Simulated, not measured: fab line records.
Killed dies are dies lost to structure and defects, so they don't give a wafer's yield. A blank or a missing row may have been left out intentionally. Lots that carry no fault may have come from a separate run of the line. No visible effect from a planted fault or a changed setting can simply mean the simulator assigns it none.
Code-filled problem report in 8D (eight disciplines) form ; flow n5_finfet ; the parts of the form that need people (team, actions taken, sign-off) are left out

1. THE PROBLEM
At N5_PASSIVATION_PROBE_49, sort_bin_4_leakage averages 0.80 % over 2 wafers from 2 lots, while fault-free wafers read 0.00 %, standard deviation 0.022. That puts it +37 standard deviations away from the usual mean.
The first sign was on wafer L717.1 at day 19 03:50, on prober-02. Wafers with a number at this step in the record: 9, from 3 lots. Rule for "out" (also "out of limits"): further than 4 standard deviations from the usual mean. Any other wafer with a number is counted as sound.

2. WHAT IT IS; WHAT IT IS NOT
question;is;is not
which readings at this step;sort_bin_4_leakage;defect_limited_yield, killed_at_M0_to_M3, killed_at_contacts, killed_at_front_end, killed_at_other, killed_dies, killed_short, sort_bin_5_function, sort_bin_6_memory, sort_bin_8_speed, sort_n_pass, sort_yield_pct
which lots;L717, L719;L713
which wafers of those lots;L717.1, L719.5;L717.2, L717.4, L719.3, L719.4
read on which tools;prober-02;prober-01
when;from day 19 03:50;"up to then (3 sound wafers); but 4 sound wafers of L717, L719 came after"

3. WHAT RULES OUT EACH SUSPECT
Counting: a tool at a process step up to the reading stays a suspect if it ran every lot that is out. Sound lots after the first of them don't rule it out here, since some wafers of a struck lot are sound.
- ald_metal-01 at N5_BEOL_M4_ALD_84 (deposits TaN, pulse time 2 s, purge time 3 s, co reactant purge time 2 s): kept. Every lot that is out went through it, the first being L717 (day 14 17:20); the last sound lot it ran before that was L713 (day 13 00:15).
- pvd_sputter-01 at N5_BEOL_M4_ANNEAL_95 (time 240 s): kept. Every lot that is out went through it, the first being L717 (day 14 19:35); the last sound lot it ran before that was L713 (day 13 02:23).
- prober-02 at N5_PASSIVATION_PROBE_49: kept. It ran every lot that is out, first L717 (day 19 03:50). Its own sort_bin_4_leakage readings are out on those wafers.
- Within ald_metal-01 at N5_BEOL_M4_ALD_84: the wafers that are out ran in chamber 1; their sound lot-mates ran in chambers 0, 2, 3.
Left after counting: ald_metal-01 at N5_BEOL_M4_ALD_84, pvd_sputter-01 at N5_BEOL_M4_ANNEAL_95, prober-02 at N5_PASSIVATION_PROBE_49.

4. THE CAUSE (what the simulator had put in)
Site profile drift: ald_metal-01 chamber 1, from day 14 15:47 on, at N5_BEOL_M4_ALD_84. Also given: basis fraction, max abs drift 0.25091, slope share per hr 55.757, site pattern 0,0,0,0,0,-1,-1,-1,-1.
This tool is one of the 3 suspects left after counting.

5. THE CHAIN OF EFFECTS, in route order
One row per reading whose mean, taken over the struck wafers that have a number, lies over 3 standard deviations from the usual. Only readings whose record carries a usual standard deviation are examined. hours: median over the lots of the time between each lot's start at the first step of this table that gives one and its start at this step. sigmas: the change, counted in usual standard deviations.
hours;step;reading;usual;on struck wafers;change;sigmas
0;N5_BEOL_M4_RC_MEAS_101;COMB_M4_max_site;7.9e-11 S/m;1.4e-10;+6.6e-11;+3.9
110;N5_PASSIVATION_PROBE_49;sort_bin_4_leakage;0.00 %;0.80;+0.80;+37
Here are the process steps it includes:
- N5_PASSIVATION_PROBE_49

6. HOW IT WOULD HAVE BEEN CAUGHT EARLIER
In this record the first reading out of limits was taken at day 19 03:50, 108 hours after the fault began at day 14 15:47.
Of the tool readings at N5_BEOL_M4_ALD_84 for which the record gives a usual standard deviation, none was out on any struck wafer, so an alarm limit of 4 standard deviations on them would not have fired.
The start of N5_BEOL_M4_ALD_84 on ald_metal-01 came by day 19 03:50 for every one of the lots that are out (2). None of them would have been spared by holding the tool at that moment.
